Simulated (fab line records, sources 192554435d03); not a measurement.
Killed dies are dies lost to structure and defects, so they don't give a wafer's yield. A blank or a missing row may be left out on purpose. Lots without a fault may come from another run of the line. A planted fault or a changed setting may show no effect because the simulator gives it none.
Chamber matching | flow n5_finfet | N5_ILD0_LINER_00 on ald_sin-04: 4 sister chambers
The step material SiNx, target thk 4 nm, pulse time 1 s, purge time 2 s. 16 wafers are shown with their chamber, then 8 later ones without.

WAFERS WITH THEIR CHAMBER
wafer  | chamber | heater_power_w (W) | precursor_pulse_height_rel | susceptor_temp_C (C)
L075.1 | 0       | 717                | 1.000                      | 400.01
L075.3 | 3       | 832                | 1.040                      | 399.59
L075.6 | 1       | 829                | 1.026                      | 399.74
L076.1 | 2       | 652                | 0.981                      | 400.31
L076.4 | 0       | 718                | 0.976                      | 400.00
L076.6 | 2       | 649                | 1.035                      | 400.24
L079.2 | 0       | 716                | 1.003                      | 400.12
L079.4 | 2       | 657                | 1.010                      | 399.91
L079.6 | 2       | 670                | 1.012                      | 400.19
L083.2 | 0       | 708                | 1.010                      | 399.95
L083.3 | 3       | 834                | 1.010                      | 400.06
L083.4 | 1       | 830                | 1.004                      | 399.57
L084.1 | 0       | 714                | 1.008                      | 399.86
L084.2 | 2       | 649                | 1.019                      | 400.12
L084.3 | 1       | 828                | 0.990                      | 400.06
L088.2 | 2       | 647                | 1.013                      | 399.67

SIGNATURES (means of the wafers above)
reading                    | chamber 0 | chamber 1 | chamber 2 | chamber 3 | scatter within a chamber
heater_power_w             | 714.60    | 829.00    | 654.00    | 833.00    | 6.02
precursor_pulse_height_rel | 0.99940   | 1.00667   | 1.01167   | 1.02500   | 0.0168
susceptor_temp_C           | 399.9880  | 399.7900  | 400.0733  | 399.8250  | 0.216
Rule: a wafer's distance from a chamber is the root of the sum, over the readings, of the square of ((its reading less the chamber's mean) divided by the reading's scatter). The wafer belongs to the nearest chamber; if the next one is less than 2 further off, it can't be placed. The scatter: the root of (the sum of the squares of (reading less its chamber's mean) over the shown wafers, divided by (wafers less chambers)).

WAFERS WITHOUT THEIR CHAMBER
wafer  | heater_power_w (W) | precursor_pulse_height_rel | susceptor_temp_C (C)
L088.3 | 837                | 0.990                      | 399.85
L088.5 | 831                | 1.002                      | 399.54
L090.1 | 649                | 0.992                      | 399.97
L090.3 | 847                | 0.963                      | 399.94
L090.4 | 733                | 0.986                      | 400.03
L094.3 | 671                | 0.952                      | 400.25
L094.4 | 833                | 1.028                      | 400.37
L094.5 | 710                | 0.994                      | 399.87

WHICH CHAMBER EACH WENT THROUGH
wafer  | from the rows above     | in truth
L088.3 | can't be placed: 1 or 3 | 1
L088.5 | can't be placed: 1 or 3 | 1
L090.1 | 2                       | 2
L090.3 | can't be placed: 1 or 3 | 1
L090.4 | 0                       | 0
L094.3 | 2                       | 2
L094.4 | can't be placed: 3 or 1 | 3
L094.5 | 0                       | 0
Placed correctly: 4 of 8. Can't be placed from these rows: 4 (the true chamber is among the candidates in 4). Placed wrongly: 0.
